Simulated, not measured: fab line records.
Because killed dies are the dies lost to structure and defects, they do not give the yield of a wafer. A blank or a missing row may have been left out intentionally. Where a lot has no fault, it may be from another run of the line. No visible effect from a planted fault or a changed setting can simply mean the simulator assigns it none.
fab line records	flow nand_harc
[record] lots = 11	wafers = 33	last_day = 33
route steps=1302 shown A_CHANNEL_HOLE_D2@595 A_CHANNEL_FILL_D2@616 END@1302
lots that met no fault: from a run of the same line without faults
start_h: hours from the record's first day to the start of the lot's first wafer shown	wait_h: hours since the lot's step before	" repeats the value in the row above	L1.1+2: a single row standing in for several wafers	- no value, or no start given	* or withheld: withheld	< > ~ a bound
route shown NAME@n: NAME is a module with steps in the file, n the number in the route of the first one	usual: the fault-free wafers' mean and standard deviation	same: alike in all rows	chamber/n: place in a boat	sites: the reading at each site	_std_site: the standard deviation of these	_edge_site: outer sites' mean less inner sites'	radius_mm: how far each site lies from the wafer's centre	mask NAME#n: copy n	behind: the last tool/chamber to shape the wafer	hold: the reason the lot was held/the length of the hold in hours/how it ended	device: the n, p or np transistor that did not switch	end of line: at the end of the route, the tests of the same wafers	for a step that has no rows: nothing shown but its recipe	killed: at the first sort, the dies lost to defects and structure; wafer yield is something else	map: shows each die of a wafer: x if killed, . if not, _ if none is there
set.NAME: the run value of the setting; set.NAME@STEP: its run value at that earlier step	model.NAME: the simulator's own value behind a step, which no gauge read
route steps across a sampled set of lots; one table per step, one row per wafer
services: a tool's chamber out of use, with start hour (start_h, from the record's first day; less than 0 if before it), hours out, and reason
[[steps]]
[step NHARC_A_CHANNEL_HOLE_D2_ETCH_23]
[recipe] bias_v = 5000	source_w = withheld	pressure_mtorr = 20	time_s = 819	ar_flow_sccm = 375	c4f8_flow_sccm = 89.3	o2_flow_sccm = 35.7	temp_c = -20	target_depth_a = 16000	chemistry = C4F8/O2/Ar
[usual] drypump_motor_current_A = 5.8/0.39	o2_flow_sccm = 35.69/0.11	showerhead_plenum_p_Torr = 3.73/0.15	throttle_valve_pct = 32.155/0.0092
lot.wafer	tool	chamber	start_h	wait_h	drypump_motor_current_A	o2_flow_sccm	rf_hours_counter_h	showerhead_plenum_p_Torr	throttle_valve_pct
L457.2	har_etch-01	1	299.68	0.5	5.4	35.89	154	3.70	32.158
L457.3	"	0	"	"	6.4	35.70	-	3.62	32.149
L457.6	"	0	"	"	6.4	35.72	-	3.62	32.157
L458.2	har_etch-01	1	311.75	0.5	5.4	35.60	162	3.69	32.138
L458.3	"	1	"	"	5.4	35.60	-	3.69	32.158
L458.5	"	0	"	"	6.4	35.75	-	3.62	32.149
L461.2	har_etch-01	0	343.65	0.5	6.4	35.42	181	3.61	32.152
L461.6	"	1	"	"	5.3	35.60	-	3.68	32.153
L461.5	"	0	"	"	6.4	35.70	-	3.61	32.155
L463.1	har_etch-01	0	353.35	0.5	6.4	35.82	184	3.61	32.146
L463.2	"	1	"	"	5.3	35.53	184	3.68	32.172
L463.4	"	1	"	"	5.4	35.90	-	3.68	32.169
L471.1	har_etch-01	1	442.06	0.5	5.4	35.60	242	3.65	32.154
L471.4	"	1	"	"	5.4	35.53	-	3.65	32.161
L471.6	"	0	"	"	6.4	35.80	-	3.58	32.161
L472.1	har_etch-02	0	443.61	0.5	5.8	35.69	28	3.89	32.142
L472.2	"	1	"	"	5.8	35.96	28	3.92	32.150
L472.5	"	1	"	"	5.8	35.62	-	3.92	32.150
L473.4	har_etch-01	1	453.43	1.3	5.3	35.59	-	3.65	32.156
L473.3	"	0	"	"	6.5	35.49	-	3.57	32.164
L473.6	"	0	"	"	6.5	35.77	-	3.57	32.138
L474.1	har_etch-01	0	471.08	0.5	6.4	35.68	257	3.57	32.151
L474.3	"	1	"	"	5.3	35.59	-	3.64	32.154
L474.6	"	1	"	"	5.3	35.69	-	3.64	32.168
L477.1	har_etch-01	1	492.92	0.5	5.4	35.79	276	3.63	32.145
L477.2	"	0	"	"	6.5	35.84	276	3.56	32.153
L477.6	"	1	"	"	5.4	35.77	-	3.63	32.148
L478.2	har_etch-02	1	512.59	0.5	5.8	35.52	66	3.90	32.147
L478.4	"	1	"	"	5.8	35.66	-	3.90	32.145
L478.5	"	0	"	"	5.8	35.62	-	3.87	32.151
L480.1	har_etch-02	1	525.48	0.5	5.8	35.72	74	3.89	32.164
L480.3	"	1	"	"	5.8	35.61	-	3.89	32.157
L480.6	"	0	"	"	5.8	35.59	-	3.87	32.154
[step NHARC_A_CHANNEL_HOLE_D2_ETCH_25]
[recipe] bias_v = 5000	source_w = withheld	pressure_mtorr = 20	time_s = 1040.2	ar_flow_sccm = 375	c4f8_flow_sccm = 93.8	o2_flow_sccm = 31.2	temp_c = -20	target_depth_a = 15000	chemistry = C4F8/O2/Ar
[usual] drypump_motor_current_A = 5.9/0.39	o2_flow_sccm = 31.19/0.093	showerhead_plenum_p_Torr = 3.73/0.15	throttle_valve_pct = 32.235/0.0085
lot.wafer	tool	chamber	start_h	wait_h	drypump_motor_current_A	o2_flow_sccm	rf_hours_counter_h	showerhead_plenum_p_Torr	throttle_valve_pct
L457.2	har_etch-01	1	301.19	0.7	5.4	31.20	156	3.69	32.235
L457.3	"	0	"	"	6.4	31.44	-	3.62	32.234
L457.6	"	0	"	"	6.4	31.31	-	3.62	32.230
L458.2	har_etch-01	1	313.24	0.7	5.4	30.98	163	3.69	32.237
L458.3	"	1	"	"	5.3	31.06	-	3.69	32.238
L458.5	"	0	"	"	6.5	31.18	-	3.61	32.244
L461.2	har_etch-01	0	345.14	0.7	6.5	31.32	182	3.60	32.252
L461.6	"	1	"	"	5.3	31.11	-	3.68	32.246
L461.5	"	0	"	"	6.5	31.31	-	3.60	32.232
L463.1	har_etch-01	0	354.81	0.6	6.5	31.30	186	3.60	32.247
L463.2	"	1	"	"	5.3	31.34	186	3.68	32.243
L463.4	"	1	"	"	5.3	31.19	-	3.68	32.225
L471.1	har_etch-01	1	443.51	0.6	5.3	31.15	243	3.65	32.226
L471.4	"	1	"	"	5.4	31.17	-	3.65	32.242
L471.6	"	0	"	"	6.4	31.07	-	3.57	32.235
L472.1	har_etch-02	0	445.08	0.6	5.8	31.18	29	3.89	32.237
L472.2	"	1	"	"	5.8	31.12	29	3.91	32.232
L472.5	"	1	"	"	5.8	31.32	-	3.91	32.240
L473.4	har_etch-01	1	454.95	0.7	5.4	31.34	-	3.64	32.225
L473.3	"	0	"	"	6.4	31.13	-	3.57	32.238
L473.6	"	0	"	"	6.5	31.14	-	3.57	32.223
L474.1	har_etch-01	0	472.56	0.7	6.4	31.09	259	3.56	32.229
L474.3	"	1	"	"	5.4	31.21	-	3.64	32.227
L474.6	"	1	"	"	5.3	31.15	-	3.64	32.233
L477.1	har_etch-01	1	494.37	0.6	5.4	31.32	278	3.63	32.233
L477.2	"	0	"	"	6.4	31.16	278	3.55	32.242
L477.6	"	1	"	"	5.4	31.24	-	3.63	32.239
L478.2	har_etch-02	1	514.04	0.6	5.8	31.19	67	3.89	32.246
L478.4	"	1	"	"	5.8	31.17	-	3.89	32.228
L478.5	"	0	"	"	5.8	31.14	-	3.86	32.229
L480.1	har_etch-02	1	526.95	0.6	5.9	31.34	75	3.88	32.239
L480.3	"	1	"	"	5.8	31.19	-	3.89	32.244
L480.6	"	0	"	"	5.8	31.18	-	3.86	32.231
[step NHARC_A_CHANNEL_HOLE_D2_STRIP_28]
[recipe] o2_flow_sccm = 500	ar_flow_sccm = 0	bias_w = 0	chemistry = O2
[usual] drypump_motor_current_A = 6.0/0.43	o2_flow_sccm = 499.8/1.6	oes_product_au = 1.000/0.0067	rf_vpp_V = 57.8/0.84	showerhead_plenum_p_Torr = 3.55/0.11	throttle_valve_pct = 17.036/0.0088
lot.wafer	tool	chamber	start_h	wait_h	drypump_motor_current_A	o2_flow_sccm	oes_product_au	rf_hours_counter_h	rf_vpp_V	showerhead_plenum_p_Torr	throttle_valve_pct
L457.2	rie_diel-02	2	-	-	5.5	499.4	1.009	5.3	56.2	3.55	17.029
L457.3	"	0	"	"	6.5	501.1	0.998	4.9	57.9	3.49	17.039
L457.6	"	3	"	"	6.0	498.0	0.999	-	58.5	3.69	17.034
L458.3	rie_diel-04	3	-	-	5.6	500.7	0.987	3.9	58.7	3.54	17.030
L458.2	"	0	"	"	6.7	499.3	0.987	4.1	56.4	3.45	17.049
L458.5	"	0	"	"	6.7	499.2	0.990	-	58.0	3.45	17.031
L461.2	rie_diel-02	1	-	-	6.0	502.0	1.011	7.7	58.8	3.63	17.047
L461.6	"	3	"	"	6.0	497.9	0.997	-	58.0	3.69	17.044
L461.5	"	0	"	"	6.5	496.8	0.989	-	57.9	3.49	17.041
L463.4	rie_diel-02	2	-	-	5.5	497.9	1.002	8.4	57.6	3.54	17.044
L463.1	"	0	"	"	6.5	498.1	1.009	8.3	57.4	3.49	17.015
L463.2	"	1	"	"	6.0	499.9	1.000	8.1	58.4	3.63	17.034
L471.4	rie_diel-04	2	-	-	6.0	499.8	1.005	5.5	56.2	3.30	17.038
L471.1	"	3	"	"	5.6	502.3	0.993	6.6	56.9	3.53	17.039
L471.6	"	2	"	"	6.0	499.4	0.995	-	57.7	3.30	17.035
L472.2	rie_diel-02	0	-	-	6.5	499.4	1.004	2.1	57.1	3.48	17.041
L472.1	"	1	"	"	6.0	500.3	1.008	1.7	57.0	3.63	17.022
L472.5	"	2	"	"	5.5	499.2	1.011	-	56.2	3.54	17.045
L473.4	rie_diel-02	0	-	-	6.5	499.8	1.002	2.2	57.8	3.48	17.039
L473.3	"	1	"	"	6.1	499.0	1.003	1.8	56.8	3.63	17.045
L473.6	"	0	"	"	6.5	499.1	0.999	-	57.6	3.48	17.033
L474.1	rie_diel-02	1	-	-	6.1	498.3	1.013	2.5	57.8	3.63	17.034
L474.3	"	3	"	"	6.0	497.7	1.016	3.3	58.2	3.69	17.050
L474.6	"	2	"	"	5.5	498.4	1.001	-	57.8	3.54	17.033
L477.1	rie_diel-02	3	-	-	5.9	499.0	1.003	4.7	59.7	3.69	17.042
L477.2	"	1	"	"	6.1	503.7	1.009	4.9	56.8	3.62	17.036
L477.6	"	3	"	"	6.0	498.8	0.994	-	59.2	3.69	17.021
L478.4	rie_diel-04	1	-	-	5.5	498.4	0.989	9.2	58.1	3.74	17.051
L478.2	"	3	"	"	5.6	501.9	0.997	11.1	57.7	3.53	17.040
L478.5	"	1	"	"	5.5	499.3	0.991	-	57.0	3.74	17.031
L480.3	rie_diel-02	3	-	-	6.0	497.6	1.001	7.6	57.9	3.68	17.030
L480.1	"	2	"	"	5.5	500.1	0.998	7.6	57.2	3.54	17.028
L480.6	"	0	"	"	6.5	500.4	1.000	-	56.4	3.48	17.058
[step NHARC_A_CHANNEL_HOLE_D2_INSPECT_40]
[usual] raw_defect_count = 279/80
lot.wafer	tool	chamber	start_h	wait_h	raw_defect_count
L457.2	defect_inspect-01	-	303.85	-	359
L457.3	"	-	"	"	234
L457.6	"	-	"	"	303
L458.2	defect_inspect-02	-	315.91	-	156
L458.3	"	-	"	"	176
L458.5	"	-	"	"	272
L461.2	defect_inspect-01	-	347.82	-	800
L461.5	"	-	"	"	833
L461.6	"	-	"	"	762
L463.1	defect_inspect-02	-	357.60	-	819
L463.2	"	-	"	"	1041
L463.4	"	-	"	"	908
L471.1	defect_inspect-02	-	446.32	-	221
L471.4	"	-	"	"	250
L471.6	"	-	"	"	274
L472.1	defect_inspect-02	-	447.89	-	259
L472.2	"	-	"	"	208
L472.5	"	-	"	"	329
L473.3	defect_inspect-01	-	457.48	-	394
L473.4	"	-	"	"	358
L473.6	"	-	"	"	245
L474.1	defect_inspect-01	-	475.23	-	221
L474.3	"	-	"	"	226
L474.6	"	-	"	"	313
L477.1	defect_inspect-02	-	497.20	-	248
L477.2	"	-	"	"	221
L477.6	"	-	"	"	246
L478.2	defect_inspect-01	-	516.85	-	226
L478.4	"	-	"	"	151
L478.5	"	-	"	"	141
L480.1	defect_inspect-01	-	529.75	-	261
L480.3	"	-	"	"	202
L480.6	"	-	"	"	203
[step NHARC_A_CHANNEL_FILL_D2_ALD_16]
[recipe] target_thk_a = 15	pulse_time_s = 10	ald_cycles = 15	temp_c = 300	material = SiO2
[usual] heater_power_outer_w = 254/28	heater_power_w = 445/52	precursor_pulse_height_rel = 1.001/0.02
lot.wafer	tool	chamber	start_h	wait_h	heater_power_outer_w	heater_power_w	precursor_pulse_height_rel	since_wet_clean_h
L457.3	ald_hk-01	3	322.54	3.5	261	449	0.973	16
L457.2	"	2	"	"	259	480	0.984	16
L457.6	"	3	"	"	265	462	1.011	-
L458.3	ald_hk-01	0	328.09	0.3	293	500	1.003	21
L458.2	"	1	"	"	186	313	1.021	21
L458.5	"	3	"	"	274	458	1.013	-
L461.2	ald_hk-01	1	360.22	0.1	187	317	1.005	53
L461.5	"	3	"	"	258	474	1.036	-
L461.6	"	0	"	"	287	502	0.994	-
L463.4	ald_hk-01	3	370.55	0.1	267	446	0.976	64
L463.1	"	1	"	"	188	320	0.980	64
L463.2	"	2	"	"	267	489	1.013	64
L471.4	ald_hk-01	3	459.51	0.0	265	459	0.956	153
L471.1	"	2	"	"	265	485	1.002	153
L471.6	"	3	"	"	264	450	0.981	-
L472.1	ald_hk-04	3	459.51	0.0	275	506	1.002	18
L472.2	"	0	"	"	253	441	1.009	18
L472.5	"	3	"	"	278	511	1.012	-
L473.4	ald_hk-03	3	469.93	0.1	265	454	1.021	65
L473.3	"	0	"	"	247	426	1.023	65
L473.6	"	2	"	"	248	456	1.012	-
L474.1	ald_hk-01	1	487.80	0.0	194	345	0.974	3
L474.3	"	2	"	"	275	489	0.983	3
L474.6	"	2	"	"	272	497	1.042	-
L477.2	ald_hk-01	1	509.69	0.0	198	336	0.990	25
L477.1	"	2	"	"	273	477	0.988	25
L477.6	"	2	"	"	272	485	0.982	-
L478.4	ald_hk-01	1	529.71	0.0	194	350	1.008	45
L478.2	"	3	"	"	289	498	1.045	45
L478.5	"	1	"	"	197	339	1.039	-
L480.1	ald_hk-03	0	542.17	0.1	245	423	1.026	137
L480.3	"	2	"	"	250	445	0.994	138
L480.6	"	3	"	"	259	470	0.971	-
[step NHARC_END_SORT_01]
[recipe] temp_c = 25
[usual] killed_at_array = 61/22	killed_at_other = 0.8/1	killed_at_periphery = 3.8/2.3	killed_dies = 66/22	killed_open = 3.2/1.9	killed_short = 2.8/1.8
[same] gross_dies = 677
lot.wafer	tool	chamber	start_h	wait_h	killed_at_array	killed_at_other	killed_at_periphery	killed_dies	killed_open	killed_short
L461.2	prober-02	0	609.28	2.8	92	0	1	93	1	3
L461.5	prober-02	0	611.68	3.7	103	0	3	106	2	3
L461.6	prober-02	0	612.48	4.0	154	0	5	159	2	0
L463.1	prober-01	0	623.34	2.5	90	1	3	94	4	6
L463.2	prober-01	0	624.13	2.8	139	2	3	144	3	6
L463.4	prober-01	0	625.71	3.4	154	0	3	157	3	4
L473.3	prober-01	0	731.28	3.1	102	3	3	108	7	2
L473.4	prober-01	0	732.09	3.4	91	2	3	96	0	2
L473.6	prober-01	0	733.70	4.0	81	4	8	93	7	5
// killed by level:class
L461.2 A_CHANNEL_HOLE_D2:unspecified=39 A_CHANNEL_HOLE_D1:chamber_film_flake=29 A_SGD_CUT:chamber_film_flake=8 A_SLIT:chamber_film_flake=4 A_CONTACT:chamber_film_flake=4 A_CHANNEL_HOLE_D2:chamber_film_flake=3 A_DECK1_JOINT:geometric_particle:short=2 A_CONTACT:geometric_particle:open=1
L461.5 A_CHANNEL_HOLE_D2:unspecified=44 A_CHANNEL_HOLE_D1:chamber_film_flake=26 A_SLIT:chamber_film_flake=24 A_SGD_CUT:chamber_film_flake=4 P_M0:geometric_particle:short=1 P_M1:geometric_particle:open=1 A_SGD_CUT:geometric_particle:short=1 A_WL_FILL:geometric_particle:short=1
L461.6 A_CHANNEL_HOLE_D2:unspecified=83 A_CHANNEL_HOLE_D1:chamber_film_flake=35 A_SLIT:chamber_film_flake=24 A_STAIRCASE:chamber_film_flake=4 P_M1:chamber_film_flake=3 P_STI:chamber_film_flake=2 A_SGD_CUT:chamber_film_flake=2 A_SGD_CUT:geometric_particle:open=1
L463.1 A_CHANNEL_HOLE_D2:unspecified=33 A_CHANNEL_HOLE_D1:chamber_film_flake=32 A_SLIT:chamber_film_flake=5 A_CHANNEL_FILL_D1:geometric_particle:short=3 A_DECK1_JOINT:chamber_film_flake=3 A_CONTACT:chamber_film_flake=3 P_M0:chamber_film_flake=2 A_CHANNEL_HOLE_D2:chamber_film_flake=2
L463.2 A_CHANNEL_HOLE_D2:unspecified=76 A_CHANNEL_HOLE_D1:chamber_film_flake=36 A_SLIT:chamber_film_flake=10 A_CONTACT:chamber_film_flake=4 A_WL_FILL:geometric_particle:short=2 P_BONDPAD:chamber_film_flake=2 A_M1:chamber_film_flake=2 A_STAIRCASE:chamber_film_flake=2
L463.4 A_CHANNEL_HOLE_D2:unspecified=89 A_CHANNEL_HOLE_D1:chamber_film_flake=33 A_SLIT:chamber_film_flake=20 P_BONDPAD:chamber_film_flake=2 A_CHANNEL_HOLE_D2:chamber_film_flake=2 A_CONTACT:chamber_film_flake=2 P_CONTACT:geometric_particle:open=1 A_ONON_D1:geometric_particle:open=1
L473.3 A_SLIT:chamber_film_flake=37 A_CHANNEL_HOLE_D1:chamber_film_flake=36 A_CHANNEL_HOLE_D2:chamber_film_flake=13 THIN_TSV:chamber_film_flake=3 A_BLC:geometric_particle:open=2 P_CONTACT:chamber_film_flake=2 A_CONTACT:chamber_film_flake=2 A_BLC:chamber_film_flake=2
L473.4 A_CHANNEL_HOLE_D2:chamber_film_flake=32 A_CHANNEL_HOLE_D1:chamber_film_flake=31 A_SLIT:chamber_film_flake=18 A_CONTACT:chamber_film_flake=3 A_BLC:chamber_film_flake=3 THIN_TSV:chamber_film_flake=2 A_CHANNEL_FILL_D2:geometric_particle:short=1 A_SGD_CUT:geometric_particle:short=1
L473.6 A_CHANNEL_HOLE_D1:chamber_film_flake=35 A_SLIT:chamber_film_flake=20 A_CHANNEL_HOLE_D2:chamber_film_flake=7 THIN_TSV:chamber_film_flake=4 A_CONTACT:chamber_film_flake=3 P_M0:geometric_particle:open=2 A_SGD_CUT:geometric_particle:short=2 P_ZERO_WELL:chamber_film_flake=2
[[services]]
tool	chamber	start_h	hours	kind
ald_hk-01	-	296.89	10.0	pm
ald_hk-01	0	296.89	10.0	vent_cycle
ald_hk-01	1	296.89	10.0	vent_cycle
ald_hk-01	2	296.89	10.0	vent_cycle
ald_hk-01	3	296.89	10.0	vent_cycle
rie_diel-02	0	299.20	-	clean
rie_diel-02	1	299.20	-	clean
rie_diel-02	2	299.20	-	clean
rie_diel-02	3	299.20	-	clean
rie_diel-04	2	320.19	3.4	repair
ald_hk-03	-	321.30	1.1	repair
rie_diel-04	-	354.90	9.0	pm
har_etch-01	-	357.22	5.0	repair
har_etch-02	-	379.77	17.0	pm
rie_diel-02	-	393.70	9.0	pm
ald_hk-03	-	394.73	10.0	pm
rie_diel-04	-	415.65	0.7	repair
rie_diel-04	2	417.26	7.4	repair
rie_diel-02	-	419.02	0.9	repair
ald_hk-04	-	432.00	10.0	pm
ald_hk-01	-	474.89	10.0	pm
ald_hk-01	-	492.65	1.1	repair
rie_diel-02	0	497.98	15.8	repair
rie_diel-04	-	532.09	9.0	pm
[[key]]
[first_sign] step = NHARC_A_CHANNEL_HOLE_D2_INSPECT_40	reading = raw_defect_count	direction = up	sigmas = 7.3	usual = 279	struck = 860
[effect] step = NHARC_END_SORT_01	reading = killed_at_array	direction = up	sigmas = 2.8	usual = 61	struck = 122	wafers_moved = 3
[more_kills_born_at] NHARC_A_CHANNEL_HOLE_D2_ETCH_25@har_etch-01 = 284
met_at NHARC_A_CHANNEL_HOLE_D2_ETCH_25
struck_lots L461,L463
tester_left_out L461,L463
not_acting_at NHARC_A_CHANNEL_HOLE_D2_ETCH_23,NHARC_A_CHANNEL_HOLE_D2_STRIP_28,NHARC_A_CHANNEL_FILL_D2_ALD_16
onset_between 313.24 345.14
[fault] kind = chamber_particle_source	tool = har_etch-01	chamber = -	onset_h = 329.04	steps = NHARC_A_CHANNEL_HOLE_D2_ETCH_25	rate_per_visit_cm2 = 0.91469	end_h = 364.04
// tester_left_out: of these lots the tester's yield and bins aren't shown, on N5 and GAA mostly nor the transistor test; their killed dies are dies lost to structure and defects alone, not to doping, threshold or leakage, so they don't give the yield
